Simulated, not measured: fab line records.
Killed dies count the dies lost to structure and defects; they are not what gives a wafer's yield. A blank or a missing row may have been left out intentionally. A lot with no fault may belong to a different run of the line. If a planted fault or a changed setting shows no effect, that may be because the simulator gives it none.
fab line records	flow n5_finfet
record: lots: 7	wafers: 21
route steps=1938 shown ZERO_LAYER@11 PMOS_HMC_CHANNEL_EPI@62 FIN_CUT@176 DUMMY_GATE@237 SD_EPI_P@321 SD_ACTIVATION@331 HKMG_FIN@386
start_h: start of the lot's first displayed wafer, in hours after the record's first day	wait_h: hours elapsed since this lot's preceding step	" the same as in the row above	L1.1+2: a single row standing in for several wafers	- either no value or no given start	* or withheld: withheld	< > ~ a bound
route shown NAME@n: names a module that has steps shown in the file, with the first one's number in the route	usual: mean/standard deviation of fault-free wafers	same: alike in all rows	chamber/n: place in a boat	sites: per-site readings	_std_site: the values' standard deviation	_edge_site: inner sites' mean taken away from outer sites' mean	radius_mm: for every site, how far away it sits from the centre of the wafer	mask NAME#n: copy n	behind: the tool/chamber that last shaped the wafer	hold: the reason the lot was held/the length of the hold in hours/how it ended	device: names the non-switching transistor (n, p or np)	end of line: at the end of the route, the tests of the same wafers	for a step that has no rows: nothing shown but its recipe	killed: the dies lost at the first sort to structure and to defects; this is not the yield of the wafer	map: the dies of a wafer, with x for killed, . for not killed, _ for no die there
set.NAME: the setting as run; set.NAME@STEP: as run at that earlier step	model.NAME: the simulator's own value behind a step, which no gauge read
lots where settings were altered on purpose, with a table for each step and a row for each wafer
== steps ==
step: N5_ZERO_LAYER_DEVELOP_10
recipe: develop_time_s: 60	rinse_liquid: diw	dry: air_spin	dev_temp_c: 21
lot.wafer	tool	chamber	start_h	wait_h	set.develop_time_s
L077.2+3	litho_track-04	0	-	-	60
L077.5	"	0	"	"	48.41
L079.2+4+6	litho_track-03	0	-	-	60
L081.4	litho_track-02	0	-	-	68.97
L081.5+6	"	0	"	"	60
L083.2+3+5	litho_track-02	0	-	-	60
L084.1	litho_track-02	0	-	-	60
L084.4+6	"	0	"	"	48.15
L090.3+5	litho_track-03	0	-	-	60
L090.4	"	0	"	"	67.59
L092.1+4	litho_track-03	0	-	-	60
L092.2	"	0	"	"	55.78
step: N5_ZERO_LAYER_HARDBAKE_23
recipe: temp_c: 130	time_s: 120
step: N5_ZERO_LAYER_CD_MEAS_11
recipe: target_cd_nm: 2000	landing_energy_ev: 500	detector: se_inlens
usual: cd_nm: 2000.1/1.7
lot.wafer	tool	chamber	start_h	wait_h	set.develop_time_s@ZERO_LAYER_DEVELOP_10	cd_nm
L077.2	cd_sem-02	0	30.77	-	60	2000.3
L077.3	"	0	"	"	60	2001.4
L077.5	"	0	"	"	48.41	1996.6
L079.2	cd_sem-02	0	42.66	-	60	2001.2
L079.4	"	0	"	"	60	2000.6
L079.6	"	0	"	"	60	1999.7
L081.4	cd_sem-02	0	54.79	-	68.97	2002.6
L081.5	"	0	"	"	60	1999.0
L081.6	"	0	"	"	60	2000.0
L083.2	cd_sem-02	0	66.66	-	60	1999.7
L083.3	"	0	"	"	60	2001.1
L083.5	"	0	"	"	60	2000.9
L084.1	cd_sem-01	0	72.77	-	60	1999.4
L084.4	"	0	"	"	48.15	1997.2
L084.6	"	0	"	"	48.15	1996.9
L090.3	cd_sem-01	0	108.77	-	60	1999.3
L090.4	"	0	"	"	67.59	2001.7
L090.5	"	0	"	"	60	2000.2
L092.1	cd_sem-01	0	120.64	-	60	1999.9
L092.2	"	0	"	"	55.78	1997.2
L092.4	"	0	"	"	60	1998.8
step: N5_PMOS_HMC_CHANNEL_EPI_EXPOSE_06
recipe: mask_id: PMOS_HMC_BLK	na: 1.35	source_shape: conventional	sigma_outer: 0.8	polarization: unpolarized	target_cd_nm: 240	dose_mj: 41
lot.wafer	tool	chamber	start_h	wait_h	mask	set.dose_mj
L077.2	arfi_scanner-03	0	35.13	-	PMOS_HMC_BLK#0	41
L077.3+5	"	0	"	"	PMOS_HMC_BLK#0	42.34
L079.2+4	arfi_scanner-01	0	46.98	-	PMOS_HMC_BLK#0	41
L079.6	"	0	"	"	PMOS_HMC_BLK#0	42.61
L081.4	arfi_scanner-03	0	60.75	-	PMOS_HMC_BLK#0	39.65
L081.5+6	"	0	"	"	PMOS_HMC_BLK#0	41
L083.2+3+5	arfi_scanner-02	0	73.71	-	PMOS_HMC_BLK#0	41
L084.1+4+6	arfi_scanner-01	0	76.99	-	PMOS_HMC_BLK#0	41
L090.3+4+5	arfi_scanner-03	0	113.29	-	PMOS_HMC_BLK#0	41
L092.1+2	arfi_scanner-01	0	124.81	-	PMOS_HMC_BLK#0	41
L092.4	"	0	"	"	PMOS_HMC_BLK#0	38.01
step: N5_PMOS_HMC_CHANNEL_EPI_PEB_07
recipe: peb_temp_c: 110	peb_time_s: 60	resist: CAR-ArF-block
step: N5_PMOS_HMC_CHANNEL_EPI_DEVELOP_08
recipe: develop_time_s: 30	developer: TMAH	resist: CAR-ArF-block	dev_temp_c: 23	rinse_liquid: diw	dry: air_spin
step: N5_PMOS_HMC_CHANNEL_EPI_CD_MEAS_09
recipe: target_cd_nm: 237.4	landing_energy_ev: 500	detector: se_inlens
usual: cd_nm: 238.2/1.2
lot.wafer	tool	chamber	start_h	wait_h	set.dose_mj@PMOS_HMC_CHANNEL_EPI_EXPOSE_06	cd_nm
L077.2	cd_sem-02	0	35.25	-	41	239.6
L077.3	"	0	"	"	42.34	242.5
L077.5	"	0	"	"	42.34	241.3
L079.2	cd_sem-02	0	47.10	-	41	237.3
L079.4	"	0	"	"	41	236.9
L079.6	"	0	"	"	42.61	239.9
L081.4	cd_sem-03	0	60.86	-	39.65	235.4
L081.5	"	0	"	"	41	236.6
L081.6	"	0	"	"	41	237.0
L083.2	cd_sem-02	0	73.83	-	41	239.7
L083.3	"	0	"	"	41	240.7
L083.5	"	0	"	"	41	239.7
L084.1	cd_sem-02	0	77.11	-	41	237.4
L084.4	"	0	"	"	41	237.1
L084.6	"	0	"	"	41	238.0
L090.3	cd_sem-02	0	113.41	-	41	239.0
L090.4	"	0	"	"	41	239.2
L090.5	"	0	"	"	41	238.3
L092.1	cd_sem-03	0	124.93	-	41	237.1
L092.2	"	0	"	"	41	236.2
L092.4	"	0	"	"	38.01	230.4
step: N5_PMOS_HMC_CHANNEL_EPI_DESCUM_14
recipe: chemistry: O2	time_s: 7.9	source_power_w: 50	bias_power_w: 20	pressure_mtorr: 20	rf_frequency_hz: 2.712e+07	temp_c: 40	resist: CAR-ArF-block	o2_flow_sccm: 225
lot.wafer	tool	chamber	start_h	wait_h	set.time_s	set.dose_mj@PMOS_HMC_CHANNEL_EPI_EXPOSE_06	model.PMOS_HMC_CHANNEL_EPI.cd_nm
L077.2	rie_diel-05	0	35.74	0.4	7.156	41	239.5
L077.3	"	1	"	"	7.9	42.34	242.6
L077.5	"	2	"	"	7.9	42.34	241.3
L079.2	rie_diel-02	2	47.30	0.1	8.498	41	237.8
L079.4	"	1	"	"	7.9	41	237
L079.6	"	2	"	"	7.9	42.61	240
L081.4	rie_diel-06	1	60.96	0.0	7.9	39.65	235.4
L081.5	"	2	"	"	6.385	41	236.6
L081.6	"	0	"	"	7.9	41	237
L083.2	rie_diel-02	1	73.91	0.0	7.9	41	239.7
L083.3	"	3	"	"	7.9	41	241.1
L083.5	"	1	"	"	7.9	41	239.5
L084.1	rie_diel-02	1	77.20	0.0	8.711	41	237.4
L084.4	"	3	"	"	7.9	41	237.5
L084.6	"	0	"	"	8.711	41	238.2
L090.3	rie_diel-05	0	113.49	0.0	6.211	41	238.8
L090.4	"	3	"	"	7.9	41	238.9
L090.5	"	3	"	"	7.9	41	238.5
L092.1	rie_diel-05	1	125.02	0.0	7.9	41	236.6
L092.2	"	2	"	"	6.135	41	235.6
L092.4	"	3	"	"	6.135	38.01	230
step: N5_PMOS_HMC_CHANNEL_EPI_ETCH_32
recipe: chemistry: N2/H2	target: BARC	stop_on: SiO2	target_depth_a: 858	over_etch_frac: 0.3	time_s: 50.3	ion_energy_ev: 200	mask_material: CAR-ArF-block	pressure_mtorr: 30	source_w: 840	bias_w: 150	n2_flow_sccm: 200	h2_flow_sccm: 200
lot.wafer	tool	chamber	start_h	wait_h	set.dose_mj@PMOS_HMC_CHANNEL_EPI_EXPOSE_06	model.PMOS_HMC_CHANNEL_EPI.cd_nm
L077.2	rie_diel-05	0	35.78	0.0	41	242.6
L077.3	"	1	"	"	42.34	245.6
L077.5	"	2	"	"	42.34	244.8
L079.2+4	rie_diel-02	2,1	47.34	0.0	41	240
L079.6	"	2	"	"	42.61	242.3
L081.4	rie_diel-06	1	61.00	0.0	39.65	239.2
L081.5	"	2	"	"	41	239.9
L081.6	"	0	"	"	41	240.5
L083.2	rie_diel-02	1	73.95	0.0	41	243.3
L083.3	"	3	"	"	41	244.1
L083.5	"	1	"	"	41	242.9
L084.1	rie_diel-02	1	77.24	0.0	41	241
L084.4	"	3	"	"	41	240
L084.6	"	0	"	"	41	240.9
L090.3	rie_diel-05	0	113.53	0.0	41	242.1
L090.4	"	3	"	"	41	241.6
L090.5	"	3	"	"	41	241.9
L092.1	rie_diel-05	1	125.05	0.0	41	239.7
L092.2	"	2	"	"	41	238
L092.4	"	3	"	"	38.01	232.1
step: N5_PMOS_HMC_CHANNEL_EPI_HM_OPEN_15
recipe: chemistry: CHF3/O2	target: SiO2	mask_material: CAR-ArF-block	target_depth_a: 406	CHF3_flow_sccm: 50	O2_flow_sccm: 5	Ar_flow_sccm: 200	time_s: 20.3	pressure_mtorr: 30	source_w: 650	bias_w: 170	ion_energy_ev: 200
lot.wafer	tool	chamber	start_h	wait_h	set.dose_mj@PMOS_HMC_CHANNEL_EPI_EXPOSE_06	model.PMOS_HMC_CHANNEL_EPI.cd_nm
L077.2	rie_diel-05	0	35.82	0.0	41	242.6
L077.3	"	1	"	"	42.34	245.5
L077.5	"	2	"	"	42.34	244.8
L079.2+4	rie_diel-02	2,1	47.38	0.0	41	240.1
L079.6	"	2	"	"	42.61	242.3
L081.4	rie_diel-06	1	61.05	0.0	39.65	239.3
L081.5	"	2	"	"	41	239.9
L081.6	"	0	"	"	41	240.4
L083.2	rie_diel-02	1	73.99	0.0	41	243.3
L083.3	"	3	"	"	41	244.1
L083.5	"	1	"	"	41	242.9
L084.1	rie_diel-02	1	77.28	0.0	41	241
L084.4	"	3	"	"	41	240
L084.6	"	0	"	"	41	240.8
L090.3	rie_diel-05	0	113.57	0.0	41	242.1
L090.4	"	3	"	"	41	241.6
L090.5	"	3	"	"	41	241.9
L092.1	rie_diel-05	1	125.10	0.0	41	239.6
L092.2	"	2	"	"	41	238
L092.4	"	3	"	"	38.01	232.1
step: N5_FIN_CUT_CUT_ETCH_15
recipe: chemistry: HBr/Cl2/O2	target: Si	target_depth_a: 1000	bt_time_s: 10	mask_material: SOC	time_s: 42.4	ion_energy_ev: *	bias_w: *	pressure_mtorr: 10	icp_w: 800	HBr_flow_sccm: 150	Cl2_flow_sccm: 80	O2_flow_sccm: 12
lot.wafer	tool	chamber	start_h	wait_h	set.time_s	model.FIN_CUT.feature_depth_nm	model.etch.depth_nm	model.SOC_of_FIN_CUT_COAT_18.thk_nm
L077.2	rie_si-05	1	46.92	0.1	42.4	100.2	100.2	170.6
L077.3	"	2	"	"	42.4	100.8	100.7	170.2
L077.5	"	1	"	"	39.67	93	92.95	174
L079.2	rie_si-05	1	59.82	0.1	42.4	100.6	100.7	172
L079.4	"	3	"	"	42.4	98.8	98.73	171.2
L079.6	"	1	"	"	42.4	100.6	100.6	172.2
L081.4	rie_si-06	3	73.04	0.0	39.84	93.8	93.78	173
L081.5	"	0	"	"	39.84	93.8	93.78	172.2
L081.6	"	3	"	"	42.4	100	99.9	170
L083.2	rie_si-05	0	84.69	0.1	42.4	99	98.91	169.8
L083.3	"	3	"	"	42.4	100.4	100.4	168.8
L083.5	"	3	"	"	42.4	100.2	100.1	168.4
L084.1	rie_si-04	1	87.83	0.1	42.4	99	99.04	171.2
L084.4	"	0	"	"	47.56	113.4	113.3	166.6
L084.6	"	2	"	"	42.4	99.6	99.59	171.6
L090.3	rie_si-04	1	126.95	0.0	42.4	99.2	99.13	171.2
L090.4	"	0	"	"	37.73	90.4	90.41	175
L090.5	"	2	"	"	37.73	88	88.05	175.8
L092.1	rie_si-06	2	136.35	0.1	51.44	121	121	162
L092.2	"	1	"	"	42.4	100.2	100.2	170.2
L092.4	"	0	"	"	51.44	121.6	121.6	162.8
step: N5_DUMMY_GATE_ETCH_37
recipe: chemistry: N2/H2	target: SOC	target_depth_a: 600	overetch_a: 300	temp_c: 40	ion_energy_ev: 200	pressure_mtorr: 30	source_w: 840	bias_w: 150	n2_flow_sccm: 200	h2_flow_sccm: 200
usual: rf_vpp_V: 525.0/2.1
lot.wafer	tool	chamber	start_h	wait_h	set.source_w	rf_vpp_V
L077.2	rie_diel-02	3	65.51	0.0	840	526.2
L077.3	"	2	"	"	840	526.7
L077.5	"	2	"	"	840	524.3
L079.2	rie_diel-02	0	78.04	0.0	925.3	509.4
L079.4	"	0	"	"	840	525.2
L079.6	"	3	"	"	925.3	509.1
L081.4	rie_diel-05	0	91.09	0.0	937.5	507.0
L081.5	"	1	"	"	840	528.3
L081.6	"	0	"	"	840	527.5
L083.2	rie_diel-02	3	103.43	0.0	840	526.0
L083.3	"	1	"	"	840	526.7
L083.5	"	1	"	"	840	527.6
L084.1	rie_diel-06	0	109.93	0.0	840	521.4
L084.4	"	1	"	"	840	522.6
L084.6	"	2	"	"	737.4	547.3
L090.3	rie_diel-02	3	146.58	0.0	759.8	540.7
L090.4	"	1	"	"	759.8	542.7
L090.5	"	3	"	"	840	524.6
L092.1	rie_diel-02	2	154.49	0.0	840	525.1
L092.2	"	3	"	"	840	523.8
L092.4	"	0	"	"	840	525.4
step: N5_DUMMY_GATE_ETCH_31
recipe: chemistry: C4F6/O2	target: SiO2	mask_material: SOC	target_depth_a: 825	time_s: 27.5	ion_energy_ev: 250	pressure_mtorr: 30	source_w: 345	bias_w: 185	Ar_flow_sccm: 300	C4F6_flow_sccm: 10	O2_flow_sccm: 10
lot.wafer	tool	chamber	start_h	wait_h	set.target_depth_a	model.etch.depth_nm
L077.2	rie_diel-02	2	65.83	0.1	825	82.03
L077.3	"	0	"	"	732.7	75.22
L077.5	"	1	"	"	825	82.24
L079.2	rie_diel-02	0	78.32	0.0	731.7	73.21
L079.4	"	0	"	"	825	83.16
L079.6	"	3	"	"	825	82.38
L081.4	rie_diel-05	0	91.53	0.0	787.9	79.55
L081.5	"	1	"	"	825	84.6
L081.6	"	2	"	"	787.9	81.46
L083.2	rie_diel-06	2	103.71	0.0	825	82.02
L083.3	"	1	"	"	825	83.93
L083.5	"	2	"	"	825	82.3
L084.1	rie_diel-06	0	110.22	0.0	825	80.99
L084.4	"	2	"	"	825	82.05
L084.6	"	1	"	"	825	83.85
L090.3	rie_diel-02	1	146.86	0.0	825	81.96
L090.4	"	3	"	"	760	75.83
L090.5	"	2	"	"	825	82.49
L092.1	rie_diel-06	0	154.77	0.0	825	81
L092.2	"	3	"	"	825	78.88
L092.4	"	2	"	"	825	80.18
step: N5_SD_EPI_P_EPI_21
recipe: material: SiGe:B	dopant: B	temp_c: 550	pressure_torr: 20	ambient: H2	time_s: 355
lot.wafer	tool	chamber	start_h	wait_h	set.time_s	model.SiGe-B_of_SD_EPI_P_EPI_21.thk_nm
L077.2	epi_rpcvd-01	0	77.17	0.5	355	60
L077.3	"	0	"	"	355	60.4
L077.5	"	0	"	"	307.6	54.2
L079.2	epi_rpcvd-03	0	87.13	0.5	355	60.6
L079.4	"	0	"	"	355	61.6
L079.6	"	0	"	"	372.6	63.8
L081.4	epi_rpcvd-04	0	102.75	1.5	355	61.4
L081.5	"	0	"	"	355	61.6
L081.6	"	0	"	"	355	62
L083.2+3	epi_rpcvd-03	0	112.03	0.6	355	61.6
L083.5	"	0	113.47	2.0	355	61.8
L084.1	epi_rpcvd-04	0	119.10	0.2	355	61.4
L084.4	"	0	120.54	1.5	404.4	66.6
L084.6	"	0	"	"	404.4	66
L090.3	epi_rpcvd-04	0	156.67	1.1	355	62
L090.4+5	"	0	"	"	355	61.4
L092.1+2	epi_rpcvd-03	0	164.54	0.1	355	61
L092.4	"	0	165.62	1.1	355	61.2
step: N5_SD_EPI_P_HM_STRIP_48
recipe: chemistry: H3PO4	temp_c: 160	material: SiNx	target: SiNx	target_depth_a: 30	overetch_fraction: 0.3
step: N5_SD_EPI_P_SRD_49
recipe: dry: ipa_marangoni	time_s: 30	temp_c: 23	rinse_liquid: diw
step: N5_SD_EPI_P_PRECLEAN_24
recipe: chemistry: O3/DIW	time_s: 45	temp_c: 22	o3_ppm: 10
lot.wafer	tool	chamber	start_h	wait_h	set.time_s@SD_EPI_P_EPI_21	model.SiGe-B_of_SD_EPI_P_EPI_21.thk_nm
L077.2	wet_bench-04	7	79.11	0.0	355	59.6
L077.3	"	5	"	"	355	60
L077.5	"	6	"	"	307.6	53.8
L079.2	wet_bench-05	3	89.07	0.0	355	60.2
L079.4	"	5	"	"	355	61.2
L079.6	"	7	"	"	372.6	63.4
L081.4	wet_bench-05	4	104.33	0.0	355	61
L081.5	"	3	"	"	355	61.2
L081.6	"	6	"	"	355	61.6
L083.2	wet_bench-04	5	114.57	0.0	355	61.2
L083.3	"	0	"	"	355	61
L083.5	"	7	"	"	355	61.4
L084.1	wet_bench-02	6	122.13	0.0	355	61
L084.4	"	2	"	"	404.4	66
L084.6	"	7	"	"	404.4	65.6
L090.3	wet_bench-05	0	158.75	0.0	355	61.4
L090.4+5	"	2,4	"	"	355	61
L092.1+2	wet_bench-05	2,4	166.85	0.0	355	60.4
L092.4	"	3	"	"	355	60.8
step: N5_SD_ACTIVATION_LSA_01
recipe: temp_c: 1080	time_s: 0.0008	ambient: N2
usual: wafer_temp_C_max: 1083.8/1
lot.wafer	tool	chamber	start_h	wait_h	set.temp_c	wafer_temp_C_max
L077.2	laser_anneal-02	0	79.51	0.2	1060	1062.6
L077.3	"	0	"	"	1080	1083.3
L077.5	"	0	"	"	1060	1063.8
L079.2	laser_anneal-02	0	89.40	0.2	1080	1083.4
L079.4	"	0	"	"	1061	1065.3
L079.6	"	0	"	"	1080	1083.6
L081.4	laser_anneal-02	0	104.72	0.2	1080	1081.8
L081.5	"	0	"	"	1064	1067.6
L081.6	"	0	"	"	1064	1067.0
L083.2	laser_anneal-02	0	114.90	0.2	1080	1082.7
L083.3	"	0	"	"	1080	1082.8
L083.5	"	0	"	"	1080	1082.6
L084.1	laser_anneal-02	0	122.43	0.2	1050	1052.3
L084.4	"	0	"	"	1080	1083.7
L084.6	"	0	"	"	1050	1052.6
L090.3	laser_anneal-01	0	159.19	0.2	1080	1084.4
L090.4	"	0	"	"	1080	1085.5
L090.5	"	0	"	"	1113	1116.7
L092.1	laser_anneal-02	0	167.15	0.2	1080	1082.2
L092.2	"	0	"	"	1080	1083.5
L092.4	"	0	"	"	1080	1083.8
step: N5_SD_ACTIVATION_RS_MEAS_03
recipe: thk_meas_gauge: four-point-probe
usual: RS_SD_N: 22.0/0.33	RS_SD_P: 56.2/0.97
lot.wafer	tool	chamber	start_h	wait_h	set.time_s@SD_EPI_P_EPI_21	set.temp_c@SD_ACTIVATION_LSA_01	RS_SD_N[ohm/sq]	RS_SD_P[ohm/sq]
L077.2	film_metro-02	-	79.72	0.2	355	1060	23.9	58.6
L077.3	"	-	"	"	355	1080	21.7	58.1
L077.5	"	-	"	"	307.6	1060	23.7	65.4
L079.2	film_metro-02	-	89.59	0.2	355	1080	22.1	57.7
L079.4	"	-	"	"	355	1061	23.7	57.0
L079.6	"	-	"	"	372.6	1080	22.3	53.6
L081.4	film_metro-02	-	104.89	0.1	355	1080	22.0	55.1
L081.5	"	-	"	"	355	1064	23.2	55.5
L081.6	"	-	"	"	355	1064	23.6	54.7
L083.2	film_metro-01	-	115.10	0.2	355	1080	22.3	54.9
L083.3	"	-	"	"	355	1080	22.4	55.2
L083.5	"	-	"	"	355	1080	22.1	54.5
L084.1	film_metro-01	-	122.63	0.2	355	1050	25.1	55.9
L084.4	"	-	"	"	404.4	1080	22.0	51.0
L084.6	"	-	"	"	404.4	1050	25.2	51.9
L090.3	film_metro-01	-	159.37	0.2	355	1080	21.8	55.5
L090.4	"	-	"	"	355	1080	22.1	55.8
L090.5	"	-	"	"	355	1113	18.7	56.1
L092.1	film_metro-01	-	167.36	0.2	355	1080	22.5	56.8
L092.2	"	-	"	"	355	1080	22.6	56.6
L092.4	"	-	"	"	355	1080	22.3	56.2
step: N5_HKMG_FIN_HK_ALD_01
recipe: material: HfO2	target_thk_a: 16	temp_c: withheld	ald_precursor_family: HfCl4	ald_co_reactant: H2O	pulse_time_s: 3	purge_time_s: 3	co_reactant_purge_time_s: 2.5	co_reactant_pulse_time_s: 0.3	ald_cycles: 30
lot.wafer	tool	chamber	start_h	wait_h	set.ald_cycles
L077.2+3+5	ald_hk-03	0,3,1	91.69	0.0	30
L079.2+4+6	ald_hk-02	2,3,0	102.03	0.0	30
L081.4+5+6	ald_hk-03	3,1,0	117.48	0.0	32
L083.2+3+5	ald_hk-03	1,2,2	128.79	0.0	30
L084.1	ald_hk-02	1	134.93	0.1	33
L084.4+6	"	2,3	"	"	30
L090.3	ald_hk-03	1	171.57	0.0	26
L090.4+5	"	0,3	"	"	30
L092.1+4	ald_hk-03	2,1	179.08	0.0	26
L092.2	"	3	"	"	30
step: N5_HKMG_FIN_COAT_43
recipe: resist: CAR-ArF	spin_rpm: 1500	resist_thk_nm: 90
lot.wafer	tool	chamber	start_h	wait_h	set.spin_rpm	model.CAR-ArF_of_HKMG_FIN_COAT_43.thk_nm
L077.2	litho_track-02	0	-	-	1358	94.8
L077.3	"	0	"	"	1500	90.2
L077.5	"	0	"	"	1358	94.6
L079.2+4	litho_track-01	0	-	-	1500	90.2
L079.6	"	0	"	"	1500	90
L081.4+6	litho_track-01	0	-	-	1500	90
L081.5	"	0	"	"	1598	87
L083.2+5	litho_track-02	0	-	-	1500	90
L083.3	"	0	"	"	1500	90.2
L084.1	litho_track-01	0	-	-	1543	88.4
L084.4	"	0	"	"	1543	88.6
L084.6	"	0	"	"	1500	89.6
L090.3	litho_track-01	0	-	-	1500	90
L090.4	"	0	"	"	1433	92.4
L090.5	"	0	"	"	1500	90.2
L092.1	litho_track-01	0	-	-	1500	90.2
L092.2	"	0	"	"	1500	90.6
L092.4	"	0	"	"	1604	87.8
== key ==
split: step: N5_ZERO_LAYER_DEVELOP_10	setting: develop_time_s	stated: 60	by: wafer
response: step: N5_ZERO_LAYER_CD_MEAS_11	reading: cd_nm	change: +0.18	per: 1%	r: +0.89
split: step: N5_PMOS_HMC_CHANNEL_EPI_EXPOSE_06	setting: dose_mj	stated: 41	by: wafer
response: step: N5_PMOS_HMC_CHANNEL_EPI_CD_MEAS_09	reading: cd_nm	change: +0.762	per: 1%	r: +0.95
response: step: N5_PMOS_HMC_CHANNEL_EPI_DESCUM_14	reading: model.PMOS_HMC_CHANNEL_EPI.cd_nm	change: +0.746	per: 1%	r: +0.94
response: step: N5_PMOS_HMC_CHANNEL_EPI_ETCH_32	reading: model.PMOS_HMC_CHANNEL_EPI.cd_nm	change: +0.782	per: 1%	r: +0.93
response: step: N5_PMOS_HMC_CHANNEL_EPI_HM_OPEN_15	reading: model.PMOS_HMC_CHANNEL_EPI.cd_nm	change: +0.767	per: 1%	r: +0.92
split: step: N5_PMOS_HMC_CHANNEL_EPI_DESCUM_14	setting: time_s	stated: 7.9	by: wafer
response none clear
split: step: N5_FIN_CUT_CUT_ETCH_15	setting: time_s	stated: 42.4	by: wafer
response: step: N5_FIN_CUT_CUT_ETCH_15	reading: model.FIN_CUT.feature_depth_nm	change: +1.02	per: 1%	r: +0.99
response: step: N5_FIN_CUT_CUT_ETCH_15	reading: model.etch.depth_nm	change: +1.02	per: 1%	r: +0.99
response: step: N5_FIN_CUT_CUT_ETCH_15	reading: model.SOC_of_FIN_CUT_COAT_18.thk_nm	change: -0.386	per: 1%	r: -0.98
split: step: N5_DUMMY_GATE_ETCH_37	setting: source_w	stated: 840	by: wafer
response: step: N5_DUMMY_GATE_ETCH_37	reading: rf_vpp_V	change: -1.83	per: 1%	r: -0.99
split: step: N5_DUMMY_GATE_ETCH_31	setting: target_depth_a	stated: 825	by: wafer
response: step: N5_DUMMY_GATE_ETCH_31	reading: model.etch.depth_nm	change: +0.758	per: 1%	r: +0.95
split: step: N5_SD_EPI_P_EPI_21	setting: time_s	stated: 355	by: wafer
response: step: N5_SD_EPI_P_EPI_21	reading: model.SiGe-B_of_SD_EPI_P_EPI_21.thk_nm	change: +0.408	per: 1%	r: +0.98
response: step: N5_SD_EPI_P_PRECLEAN_24	reading: model.SiGe-B_of_SD_EPI_P_EPI_21.thk_nm	change: +0.404	per: 1%	r: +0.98
response: step: N5_SD_ACTIVATION_RS_MEAS_03	reading: RS_SD_P	change: -0.44	per: 1%	r: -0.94
split: step: N5_SD_ACTIVATION_LSA_01	setting: temp_c	stated: 1080	by: wafer
response: step: N5_SD_ACTIVATION_LSA_01	reading: wafer_temp_C_max	change: *	per: 1%	r: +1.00
response: step: N5_SD_ACTIVATION_RS_MEAS_03	reading: RS_SD_N	change: -1.06	per: 1%	r: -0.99
split: step: N5_HKMG_FIN_HK_ALD_01	setting: ald_cycles	stated: 30	by: wafer
response none in this file
split: step: N5_HKMG_FIN_COAT_43	setting: spin_rpm	stated: 1500	by: wafer
response: step: N5_HKMG_FIN_COAT_43	reading: model.CAR-ArF_of_HKMG_FIN_COAT_43.thk_nm	change: -0.449	per: 1%	r: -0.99
